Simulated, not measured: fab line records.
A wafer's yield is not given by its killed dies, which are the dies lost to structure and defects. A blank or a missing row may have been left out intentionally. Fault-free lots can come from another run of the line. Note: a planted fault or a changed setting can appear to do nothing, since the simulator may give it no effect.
Chamber matching + flow nand-harc + NHARC_A_CHANNEL_FILL_D1_STRIP_28 on rie-diel-07 has 4 sister chambers
The step strips in O2, time 20 s. 14 wafers are shown with their chamber, then 7 later ones without.

## WAFERS PAIRED WITH THEIR CHAMBERS
| wafer  | chamber | showerhead-plenum-p-Torr (Torr) | drypump-motor-current-A (A) | oes-product-au (a.u.) |
|--------|---------|---------------------------------|-----------------------------|-----------------------|
| L075.2 | 2       | 3.76                            | 6.0                         | 1.004                 |
| L075.4 | 0       | 3.51                            | 6.8                         | 0.989                 |
| L075.5 | 1       | 3.48                            | 5.1                         | 0.995                 |
| L078.1 | 3       | 3.47                            | 6.5                         | 1.008                 |
| L078.3 | 2       | 3.76                            | 6.0                         | 1.010                 |
| L078.4 | 1       | 3.48                            | 5.1                         | 0.996                 |
| L083.2 | 2       | 3.76                            | 6.0                         | 0.997                 |
| L083.3 | 3       | 3.47                            | 6.5                         | 1.014                 |
| L083.6 | 0       | 3.51                            | 6.7                         | 1.008                 |
| L085.3 | 1       | 3.48                            | 5.1                         | 0.998                 |
| L085.4 | 1       | 3.48                            | 5.1                         | 0.992                 |
| L085.5 | 0       | 3.50                            | 6.7                         | 1.006                 |
| L091.3 | 2       | 3.76                            | 6.0                         | 0.983                 |
| L091.4 | 1       | 3.48                            | 5.1                         | 0.990                 |

SIGNATURES (means of the wafers above)
| reading                  | chamber 0 | chamber 1 | chamber 2 | chamber 3 | scatter within a chamber |
|--------------------------|-----------|-----------|-----------|-----------|--------------------------|
| showerhead-plenum-p-Torr | 3.5067    | 3.4800    | 3.7600    | 3.4700    | 0.00258                  |
| drypump-motor-current-A  | 6.733     | 5.100     | 6.000     | 6.500     | 0.0258                   |
| oes-product-au           | 1.00100   | 0.99420   | 0.99850   | 1.01100   | 0.00826                  |
Rule: distance of a wafer from a chamber = root of the sum over the readings of ((wafer's reading minus chamber's mean) / reading's scatter) squared. If the next closest chamber is less than 2 further off than the closest, the wafer can't be placed; otherwise it belongs to the closest. How the scatter is found: for the shown wafers, subtract from each reading the mean of its chamber, square and add these, divide the total by (wafers less chambers), then take the root.

## WAFERS WITH NO CHAMBER GIVEN
| wafer  | showerhead-plenum-p-Torr (Torr) | drypump-motor-current-A (A) | oes-product-au (a.u.) |
|--------|---------------------------------|-----------------------------|-----------------------|
| L091.5 | 3.76                            | 6.0                         | 0.986                 |
| L093.1 | 3.47                            | 6.5                         | 1.013                 |
| L093.5 | 3.47                            | 6.5                         | 1.004                 |
| L093.6 | 3.76                            | 6.0                         | 0.991                 |
| L096.2 | 3.47                            | 6.5                         | 1.001                 |
| L096.3 | 3.76                            | 6.0                         | 0.995                 |
| L096.4 | 3.50                            | 6.6                         | 1.012                 |

## WHICH CHAMBER EACH ONE RAN IN
| wafer  | from the rows above | in truth |
|--------|---------------------|----------|
| L091.5 | 2                   | 2        |
| L093.1 | 3                   | 3        |
| L093.5 | 3                   | 3        |
| L093.6 | 2                   | 2        |
| L096.2 | 3                   | 3        |
| L096.3 | 2                   | 2        |
| L096.4 | 0                   | 0        |
Correctly placed: 7 of 7. Can't be placed from these rows: 0. Placed wrongly: 0.
